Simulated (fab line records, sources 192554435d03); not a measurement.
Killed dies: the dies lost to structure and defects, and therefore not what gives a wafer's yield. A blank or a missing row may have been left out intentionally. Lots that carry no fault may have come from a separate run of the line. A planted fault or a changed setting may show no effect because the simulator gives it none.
Split-lot trial :: flow n5 finfet :: route with 1938 steps; 7 lots, 21 wafers read

## THE SPLIT ITSELF
At N5_BEOL_M6_HM_DEP_02 (deposits TiN, target thk 20 nm), the setting target thk a was moved away from the recipe's 200 angstrom on 9 of the 21 wafers read, by -3.4% to +11.7%. All remaining wafers had this setting at the recipe value.

The split's own step is where the reading is taken.

## THE READING
TiN_of_BEOL_M6_HM_DEP_02.thk nm (the simulator's own value, which no gauge read), in nm, at N5_BEOL_M6_HM_DEP_02 (deposits TiN, target thk 20 nm). There is no usual value for it anywhere in the file. The 12 wafers here that ran the recipe average 20.0 nm, standard deviation 0.24 nm.

wafer: L075.2
tool, chamber at the split: pvd sputter-01, -
target thk a as run, angstrom: 210.9
against the recipe: +5.4%
TiN_of_BEOL_M6_HM_DEP_02.thk nm, nm: 21.2
against lot-mates on the recipe: +1.2

wafer: L075.4
tool, chamber at the split: pvd sputter-01, -
target thk a as run, angstrom: 200
against the recipe: recipe
TiN_of_BEOL_M6_HM_DEP_02.thk nm, nm: 20
against lot-mates on the recipe: -

wafer: L075.6
tool, chamber at the split: pvd sputter-01, -
target thk a as run, angstrom: 210.9
against the recipe: +5.4%
TiN_of_BEOL_M6_HM_DEP_02.thk nm, nm: 21.4
against lot-mates on the recipe: +1.4

wafer: L078.1
tool, chamber at the split: pvd sputter-01, -
target thk a as run, angstrom: 200
against the recipe: recipe
TiN_of_BEOL_M6_HM_DEP_02.thk nm, nm: 19.6
against lot-mates on the recipe: -

wafer: L078.4
tool, chamber at the split: pvd sputter-01, -
target thk a as run, angstrom: 200
against the recipe: recipe
TiN_of_BEOL_M6_HM_DEP_02.thk nm, nm: 19.8
against lot-mates on the recipe: -

wafer: L078.6
tool, chamber at the split: pvd sputter-01, -
target thk a as run, angstrom: 216
against the recipe: +8.0%
TiN_of_BEOL_M6_HM_DEP_02.thk nm, nm: 21.2
against lot-mates on the recipe: +1.5

wafer: L082.2
tool, chamber at the split: pvd sputter-01, -
target thk a as run, angstrom: 200
against the recipe: recipe
TiN_of_BEOL_M6_HM_DEP_02.thk nm, nm: 20.4
against lot-mates on the recipe: -

wafer: L082.3
tool, chamber at the split: pvd sputter-01, -
target thk a as run, angstrom: 200
against the recipe: recipe
TiN_of_BEOL_M6_HM_DEP_02.thk nm, nm: 20.4
against lot-mates on the recipe: -

wafer: L082.6
tool, chamber at the split: pvd sputter-01, -
target thk a as run, angstrom: 193.1
against the recipe: -3.4%
TiN_of_BEOL_M6_HM_DEP_02.thk nm, nm: 19.6
against lot-mates on the recipe: -0.8

wafer: L084.1
tool, chamber at the split: pvd sputter-03, -
target thk a as run, angstrom: 200
against the recipe: recipe
TiN_of_BEOL_M6_HM_DEP_02.thk nm, nm: 20
against lot-mates on the recipe: -

wafer: L084.2
tool, chamber at the split: pvd sputter-03, -
target thk a as run, angstrom: 200
against the recipe: recipe
TiN_of_BEOL_M6_HM_DEP_02.thk nm, nm: 19.8
against lot-mates on the recipe: -

wafer: L084.3
tool, chamber at the split: pvd sputter-03, -
target thk a as run, angstrom: 200
against the recipe: recipe
TiN_of_BEOL_M6_HM_DEP_02.thk nm, nm: 19.8
against lot-mates on the recipe: -

wafer: L087.4
tool, chamber at the split: pvd sputter-01, -
target thk a as run, angstrom: 200
against the recipe: recipe
TiN_of_BEOL_M6_HM_DEP_02.thk nm, nm: 20.2
against lot-mates on the recipe: -

wafer: L087.5
tool, chamber at the split: pvd sputter-01, -
target thk a as run, angstrom: 223.3
against the recipe: +11.7%
TiN_of_BEOL_M6_HM_DEP_02.thk nm, nm: 22.2
against lot-mates on the recipe: +2.0

wafer: L087.6
tool, chamber at the split: pvd sputter-01, -
target thk a as run, angstrom: 223.3
against the recipe: +11.7%
TiN_of_BEOL_M6_HM_DEP_02.thk nm, nm: 22.2
against lot-mates on the recipe: +2.0

wafer: L093.2
tool, chamber at the split: pvd sputter-01, -
target thk a as run, angstrom: 200
against the recipe: recipe
TiN_of_BEOL_M6_HM_DEP_02.thk nm, nm: 19.8
against lot-mates on the recipe: -

wafer: L093.5
tool, chamber at the split: pvd sputter-01, -
target thk a as run, angstrom: 200
against the recipe: recipe
TiN_of_BEOL_M6_HM_DEP_02.thk nm, nm: 19.8
against lot-mates on the recipe: -

wafer: L093.4
tool, chamber at the split: pvd sputter-01, -
target thk a as run, angstrom: 222.7
against the recipe: +11.3%
TiN_of_BEOL_M6_HM_DEP_02.thk nm, nm: 22
against lot-mates on the recipe: +2.2

wafer: L096.1
tool, chamber at the split: pvd sputter-01, -
target thk a as run, angstrom: 217.4
against the recipe: +8.7%
TiN_of_BEOL_M6_HM_DEP_02.thk nm, nm: 21.8
against lot-mates on the recipe: +1.8

wafer: L096.4
tool, chamber at the split: pvd sputter-01, -
target thk a as run, angstrom: 217.4
against the recipe: +8.7%
TiN_of_BEOL_M6_HM_DEP_02.thk nm, nm: 22
against lot-mates on the recipe: +2.0

wafer: L096.5
tool, chamber at the split: pvd sputter-01, -
target thk a as run, angstrom: 200
against the recipe: recipe
TiN_of_BEOL_M6_HM_DEP_02.thk nm, nm: 20
against lot-mates on the recipe: -

FIT RESULTS
A straight line over all 21 wafers: TiN_of_BEOL_M6_HM_DEP_02.thk nm changes by +0.191 nm for each +1% of target thk a; r = +0.97; the points scatter about the line by 0.25 nm.
The same after taking each lot's own level away (the mean of its wafers on the recipe; 21 wafers): +0.193 nm for each +1%; r = +0.99; scatter 0.15 nm.
That fit puts the effect of the largest move of target thk a on the reading at 2.3 nm.
The span of the lots' own levels, 19.70 to 20.40 nm, comes to 2.9 times the standard deviation stated above.
Consequently the slope shifts little with the lot-to-lot level, the two slopes agreeing.
Check: +2.33 nm against its lot-mates is what the line predicts for one of the wafers moved furthest among these (+11.7%) when that wafer is left out of the fit. It came out at +2 nm against them.

## THESE WAFERS: OTHER SPLITS
Other splits were also applied to these wafers ahead of the reading. Each is held against what the fit with the lots' levels taken away leaves over:
other split on the same wafers: N5_BEOL_M4_DESCUM_33 time s
wafers away from the commonest value: 6
r with TiN_of_BEOL_M6_HM_DEP_02.thk nm (lot level and that fit taken away): -0.29

other split on the same wafers: N5_BEOL_M4_TRENCH_ETCH_37 bias w
wafers away from the commonest value: 7
r with TiN_of_BEOL_M6_HM_DEP_02.thk nm (lot level and that fit taken away): -0.03

other split on the same wafers: N5_BEOL_M5_EXPOSE_08 dose mj
wafers away from the commonest value: 7
r with TiN_of_BEOL_M6_HM_DEP_02.thk nm (lot level and that fit taken away): +0.13

## FILE'S OWN FIT
TiN_of_BEOL_M6_HM_DEP_02.thk nm changes by +0.194 nm for each +1% of target thk a, r = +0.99.
